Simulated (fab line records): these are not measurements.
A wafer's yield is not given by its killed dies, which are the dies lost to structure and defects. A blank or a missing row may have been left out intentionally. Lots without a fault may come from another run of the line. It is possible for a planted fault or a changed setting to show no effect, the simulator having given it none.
A struck lot beside a sound one ; flow n5_finfet ; 16 steps out of a route of 1938
Sound: wafers L546.1, L546.2, L546.5. The struck wafers were L553.4, L553.5, L553.6. The cause comes at the end.
For every step that has rows: the tool of each side, followed by ch and its chambers, followed by its first start. Under that, the readings that differ: sound wafers ; struck wafers ; difference of the means ; sigmas: that difference in standard deviations of wafers without a fault.
alike: words and numbers the same on both sides, and readings whose means are apart by under 2 such deviations; not compared: readings that were withheld, readings missing a value for some wafer, numbers with overlapping values and no deviation given by the record, and bounds like >300 which may hide the same value.
A row with sigmas, a row that says differs or no value, or rows on one side alone: a step with any of these is where the two part. Numbers that have no deviation but don't overlap get no sigmas and don't part them. A reading missing from all wafers of one side parts the sides only when that side holds two or more wafers.

first, 1 step without rows for these wafers: N5_MOL_CONTACT_COAG_STRIP_69 (strips in N2/H2).
N5_MOL_CONTACT_COAG_ETCHBACK_136: etches SiO2 in CHF3, target depth 25 nm, time 16.7 s.
  sound on rie_diel-02 ch 0,1, day 5 06:58; struck on rie_diel-06 ch 0,1,3, day 7 04:29
  alike: drypump_motor_current_A, oes_product_au, rf_vpp_V, showerhead_plenum_p_Torr, throttle_valve_pct
  not compared: rf_hours_counter_h
then, 1 step without rows for these wafers: N5_MOL_CONTACT_COAG_STRIP_120 (strips in CHF3).
N5_MOL_CONTACT_COAG_VIA_ETCH_117: etches SiO2 in C4F6/O2, target depth 40 nm, overetch 8 nm, time 26 s.
  sound on rie_diel-02 ch 0,1, day 5 06:59; struck on rie_diel-06 ch 0,1,3, day 7 04:31
  alike: drypump_motor_current_A, oes_product_au, rf_vpp_V, showerhead_plenum_p_Torr, throttle_valve_pct
  not compared: rf_hours_counter_h
N5_MOL_CONTACT_COAG_ETCH_124: etches SiNx in CH3F/O2, stops on SiOC, target depth 6.5 nm.
  sound on rie_diel-02 ch 0,1, day 5 07:01; struck on rie_diel-06 ch 0,1,3, day 7 04:33
  alike: drypump_motor_current_A, oes_product_au, rf_vpp_V, showerhead_plenum_p_Torr, throttle_valve_pct
  not compared: rf_hours_counter_h
N5_MOL_CONTACT_COAG_ETCH_48: etches SiOC in C4F6/O2, target depth 15 nm, overetch 4.5 nm, time 17 s.
  sound on rie_diel-02 ch 0,1, day 5 07:04; struck on rie_diel-06 ch 0,1,3, day 7 04:35
  alike: drypump_motor_current_A, oes_product_au, rf_vpp_V, showerhead_plenum_p_Torr, throttle_valve_pct
  not compared: rf_hours_counter_h
then, 1 step without rows for these wafers: N5_MOL_CONTACT_COAG_STRIP_72 (strips in N2/H2).
N5_MOL_CONTACT_COAG_STRIP_49: strips in N2/H2, time 30 s.
  sound on plasma_asher-02 ch 0,1, day 5 07:11; struck on plasma_asher-01 ch 0,1, day 7 04:44
  alike: drypump_motor_current_A, heater_power_w, n2_flow_sccm
  not compared: rf_hours_counter_h
then, 2 steps without rows for these wafers: N5_MOL_CONTACT_COAG_PRECLEAN_138 (cleans in alkaline clean, time 60 s); N5_MOL_CONTACT_COAG_SRD_139 (time 30 s).
N5_MOL_CONTACT_COAG_CD_MEAS_101 targets a cd of 16 nm.
  sound: cd_sem-02 at day 5 07:20; struck: cd_sem-01 at day 7 04:52
  alike: cd_nm
next, for these wafers, 1 step has no rows: N5_MOL_CONTACT_COAG_PRE_CLEAN_121.
N5_MOL_CONTACT_COAG_CVD_140: deposits W, target thk 66.5 nm, time 215 s.
  sound on cvd_w-01 ch 0,1, day 5 07:28; struck on cvd_w-01 ch 0,1, day 7 05:05
reading;sound;struck;difference;sigmas
run_length_s (s);286.06 286.64 286.34;439.62 439.52 439.20;+153.10;+99 or more
  alike: heater_power_w
  not compared: since_wet_clean_h
then, 1 step without rows for these wafers: N5_MOL_CONTACT_COAG_PRECLEAN_127 (cleans in DIW, time 57.5 s).
-- the record jumps here: 3 days lie between the struck wafers' starts before and after (it left off in module MOL_CONTACT_COAG and takes up again in module BEOL_M4, whose first step shown is number 1111 of the route) --
N5_BEOL_M4_RC_MEAS_101:
  sound on prober-01 ch 0, day 7 22:02; struck on prober-01 ch 0, day 9 17:30
  alike: DIBL_N, DIBL_P, IOFF_N, IOFF_P, ION_N, ION_P, SS_N, SS_P, VT_N, VT_P
N5_PASSIVATION_PROBE_49:
  sound wafers here have rows in the record (prober-01, day 11 18:36); struck ones have none

WHERE THEY PART
Earliest at N5_MOL_CONTACT_COAG_CVD_140; latest, in this record, at N5_PASSIVATION_PROBE_49.

WHY: the cause the simulator had injected
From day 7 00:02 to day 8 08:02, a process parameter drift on cvd_w-01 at N5_MOL_CONTACT_COAG_CVD_140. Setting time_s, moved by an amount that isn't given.
